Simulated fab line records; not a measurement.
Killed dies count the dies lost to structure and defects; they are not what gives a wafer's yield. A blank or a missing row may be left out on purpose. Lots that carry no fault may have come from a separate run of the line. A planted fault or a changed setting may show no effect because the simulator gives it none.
A struck lot beside a sound one -- flow n5_finfet -- 16 out of 1938 route steps
Sound: these wafers, L625.1, L625.2, L625.6. Struck: wafer L633.3 (left out: L633.1, a lot-mate that was not struck); the cause follows at the end.
Per side, at each step with rows, come the tool, then ch with its chambers, and then its first start. Under that, the readings that differ: sound wafers -- struck wafers -- difference of the means -- sigmas: that difference in standard deviations of wafers without a fault.
alike: same words and numbers on both sides, and readings whose means sit less than 2 such deviations apart. not compared: any withheld reading, any reading some wafer has no value for, any bound like >300 that may hide the same value, and any number with overlapping values for which the record gives no deviation.
A row with sigmas, a row that says differs or no value, or rows on one side alone: a step with any of these is where the two part. Non-overlapping numbers with no deviation appear without sigmas and do not part them. Lack of a reading on every wafer of one side parts them only where that side has two or more wafers.

first, 2 steps without rows for these wafers: N5_BEOL_M14_TRENCH_ETCH_34 (etches SiO2 in C4F8/O2/Ar, target depth 556.65 nm, time 126.9 s); N5_BEOL_M14_STRIP_70 (strips in C4F8/O2/Ar).
N5_BEOL_M14_OCD_MEAS_35:
  sound on ocd-02, day 11 11:59; struck on ocd-01, day 14 13:44
reading,sound,struck,difference,sigmas
trench_depth_nm (nm),553 545 554,567,+16,+2
then, 1 step without rows for these wafers: N5_BEOL_M14_STRIP_37 (strips in O2).
N5_BEOL_M14_ETCH_38: etches SiCN in CF4/N2, target depth 106.5 nm, time 120.6 s.
  sound on rie_diel-01 ch 0,2,3; struck on rie_diel-01 ch 2
  alike: drypump_motor_current_A, oes_product_au, rf_vpp_V, showerhead_plenum_p_Torr, throttle_valve_pct
  not compared: rf_hours_counter_h
then, 2 steps without rows for these wafers: N5_BEOL_M14_PRECLEAN_39 (cleans in residue remover, time 60 s); N5_BEOL_M14_SRD_40 (time 30 s, dry time 30 s).
N5_BEOL_M14_DEGAS_41: time 60 s.
  sound on pvd_sputter-01, day 11 13:01; struck on pvd_sputter-02, day 14 16:34
  alike: heater_power_w
N5_BEOL_M14_PRE_CLEAN_42: time 30 s.
  sound on pvd_sputter-01, day 11 13:04; struck on pvd_sputter-02, day 14 16:36
  alike: heater_power_w
then, 1 step without rows for these wafers: N5_BEOL_M14_SPUTTER_43 (material TaN, target thk 15 nm, time 24.19 s).
N5_BEOL_M14_SPUTTER_44: material Ta, target thk 15 nm, time 24.19 s.
  sound on pvd_sputter-01, day 11 13:11; struck on pvd_sputter-02, day 14 16:43
reading,sound,struck,difference,sigmas
throttle_valve_pct (%),27.5 26.7 29.8,31.1,+3.1,+2
then, 1 step without rows for these wafers: N5_BEOL_M14_SPUTTER_45 (material Cu, target thk 100 nm, time 16.67 s).
N5_BEOL_M14_ECD_47: material Cu, target thk 1248 nm.
  sound on ecd_cu-01 ch 0,1, day 11 13:23; struck on ecd_cu-02 ch 0, day 14 16:55
reading,sound,struck,difference,sigmas
model.Cu_of_BEOL_M14_ECD_47.thk_nm (nm),1263 1252 1247,960.6,-293.4,
N5_BEOL_M14_ANNEAL_48: time 90 s.
  sound on rtp_anneal-01 ch 0, day 11 13:34; struck on rtp_anneal-02 ch 0, day 14 17:07
  alike: wafer_temp_C_max
N5_BEOL_M14_CMP_49: polishes, stops on SiO2, t overpolish 5.2 s, target thk 560 nm.
  sound on cmp-01 ch 0,2,3, day 11 13:54; struck on cmp-04 ch 2, day 14 17:29
reading,sound,struck,difference,sigmas
time_to_endpoint_s (s),120 119 118,90,-29,-8
  alike: clearing_platen_down_force_psi, motor_current_A
  not compared: pad_life_wafers
N5_BEOL_M14_THK_MEAS_50: measures by xrf.
  sound on film_metro-01, day 11 14:10; struck on film_metro-02, day 14 17:42
  alike: M14_THK

WHERE THEY PART
First at N5_BEOL_M14_OCD_MEAS_35; last, within this record, at N5_BEOL_M14_CMP_49. Later steps at which nothing parts them and some readings are alike: N5_BEOL_M14_THK_MEAS_50.

WHY: what the simulator had put in
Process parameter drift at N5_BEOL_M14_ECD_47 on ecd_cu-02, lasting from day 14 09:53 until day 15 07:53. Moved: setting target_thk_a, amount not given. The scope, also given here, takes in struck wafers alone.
